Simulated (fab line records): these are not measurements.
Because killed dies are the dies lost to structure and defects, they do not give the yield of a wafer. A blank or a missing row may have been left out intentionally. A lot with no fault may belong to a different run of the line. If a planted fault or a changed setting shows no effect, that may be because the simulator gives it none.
A struck lot beside a sound one	flow n5_finfet	37 steps out of a route of 1938
Sound: wafers L475.2, L475.4, L475.5. Struck: wafers L493.3, L493.4, L493.5. The cause comes at the end.
Each step with rows lists, per side, the tool, then ch with its chambers, then its first start. Under that, the readings that differ: sound wafers	struck wafers	difference of the means	sigmas: that difference in standard deviations of wafers without a fault.
alike: same words and numbers on both sides, and readings whose means sit less than 2 such deviations apart. not compared: any withheld reading, any reading some wafer has no value for, any bound like >300 that may hide the same value, and any number with overlapping values for which the record gives no deviation.
A row with sigmas, a row that says differs or no value, or rows on one side alone: a step with any of these is where the two part. Numbers that don't overlap but have no deviation are shown without sigmas and don't part them. A reading that every wafer of one side lacks parts them only if that side has two wafers or more.

first, 9 steps without rows for these wafers: N5_BEOL_M4_ANNEAL_95 (time 240 s); N5_BEOL_M4_SPUTTER_96 (material Cu, target thk 4.5 nm, time 8.29 s); N5_BEOL_M4_ECD_50 (material Cu, target thk 300 nm); N5_BEOL_M4_ANNEAL_51 (time 90 s); N5_BEOL_M4_CMP_52 (polishes, stops on SiOC, t overpolish 6.8 s, target thk 40 nm); N5_BEOL_M4_PRE_CLEAN_60 (time 15 s); N5_BEOL_M4_CO_CAP_55 (material Co, precursor CCTBA/H2, target thk 2 nm, time 102.1 s); N5_BEOL_M4_PRE_CLEAN_56 (time 15 s); N5_BEOL_M4_DEP_57 (deposits SiCN from 3MS/NH3, target thk 8 nm, time 14 s).
N5_BEOL_M4_RC_MEAS_101:
  sound on prober-01 ch 0, day 9 18:02; struck on prober-02 ch 0, day 14 15:31
  alike: DIBL_N, DIBL_P, IOFF_N, IOFF_P, ION_N, ION_P, SS_N, SS_P, VT_N, VT_P
then, 24 steps without rows for these wafers: N5_BEOL_M5_ILD_DEP_00 (deposits SiCOH lowk from DEMS/porogen, target thk 140.64 nm, time 25.9 s); N5_BEOL_M5_CURE_79 (cures SiCOH lowk, time 240 s); N5_BEOL_M5_PECVD_70 (deposits SiO2 from TEOS/O2, target thk 16 nm, time 18 s); N5_BEOL_M5_HM_DEP_02 (deposits TiN, target thk 20 nm); N5_BEOL_M5_COAT_59 (time 60 s, resist thk 60 nm); N5_BEOL_M5_COAT_60 (time 60 s, resist thk 12 nm); N5_BEOL_M5_COAT_71 (time 60 s, resist thk 5 nm); N5_BEOL_M5_COAT_05 (resist thk 30 nm); N5_BEOL_M5_EBR_07; N5_BEOL_M5_SOFTBAKE_06 (time 60 s); N5_BEOL_M5_EXPOSE_08 (exposes mask M5, target cd 28 nm); N5_BEOL_M5_PEB_09 (peb time 60 s); N5_BEOL_M5_DEVELOP_10 (develop time 30 s); N5_BEOL_M5_DESCUM_16 (chemistry O2, time 7 s); N5_BEOL_M5_ETCH_72 (etches underlayer in N2/H2, target depth 6.5 nm, time 5.2 s); N5_BEOL_M5_ETCH_61 (etches SiARC in CF4, target depth 15.6 nm, time 26 s); N5_BEOL_M5_ETCH_62 (etches SOC in N2/H2, target depth 75 nm, overetch 15 nm, time 112.5 s); N5_BEOL_M5_STRIP_63 (strips in N2/H2); N5_BEOL_M5_STRIP_73 (strips in N2/H2); N5_BEOL_M5_STRIP_64 (strips in CF4); N5_BEOL_M5_HM_OPEN_17 (chemistry Cl2/BCl3, target TiN, target depth 20 nm, overetch 6 nm); N5_BEOL_M5_STRIP_19 (strips in O2); N5_BEOL_M5_COAT_65 (time 60 s, resist thk 60 nm); N5_BEOL_M5_COAT_66 (time 60 s, resist thk 12 nm).
-- the record jumps here: 4 days lie between the struck wafers' starts before and after (it left off in module BEOL_M5 and takes up again in module BEOL_M15, whose first step shown is number 1820 of the route) --
N5_BEOL_M15_SPUTTER_44: material Ta, target thk 15 nm, time 24.19 s.
  sound on pvd_sputter-01 at day 13 04:25; struck on pvd_sputter-02 at day 18 14:44
  no value came back on the struck wafers for bias_v (V), cathode_dc_power_W (W), throttle_valve_pct (%); on the sound wafers bias_v (V) reads 80.5 81.1 79.8
N5_BEOL_M15_CMP_49: polishes, stops on SiO2, t overpolish 4.9 s, target thk 850 nm.
  sound on cmp-04 ch 1,2, day 13 05:44; struck on cmp-04 ch 2,3, day 18 15:34
reading	sound	struck	difference	sigmas
barrier_field_endpoint_s (s)	11.30 11.20 11.44	5.52 5.60 5.49	-5.78	-19
  alike: edge_zone_pressure_frac, motor_current_A
N5_PASSIVATION_PROBE_49:
  sound on prober-02 at day 13 19:10; struck on prober-01 at day 19 09:01
reading	sound	struck	difference	sigmas
defect_limited_yield (%)	91.7 90.2 89.5	80.3 83.1 82.6	-8.5	-6
killed_at_M4_up	21 13 12	136 128 125	+114	+19
killed_dies	98 116 124	233 200 205	+100	+6
killed_on_rim	9 15 17	66 15 79	+40	+10
sort_bin_5_function (%)	5.0 5.7 6.6	14.4 13.6 14.5	+8.4	+9
sort_n_pass	1082 1064 1056	947 980 975	-100	-6
sort_yield_pct (%)	91.7 90.2 89.5	80.3 83.1 82.6	-8.5	-6
  alike: killed_at_M0_to_M3, killed_at_contacts, killed_at_front_end, killed_at_other, killed_open, killed_short, sort_bin_6_memory

## WHERE THEY PART
Last at N5_PASSIVATION_PROBE_49 as far as this record goes, first at N5_BEOL_M15_SPUTTER_44.

WHY: whatever the simulator had introduced
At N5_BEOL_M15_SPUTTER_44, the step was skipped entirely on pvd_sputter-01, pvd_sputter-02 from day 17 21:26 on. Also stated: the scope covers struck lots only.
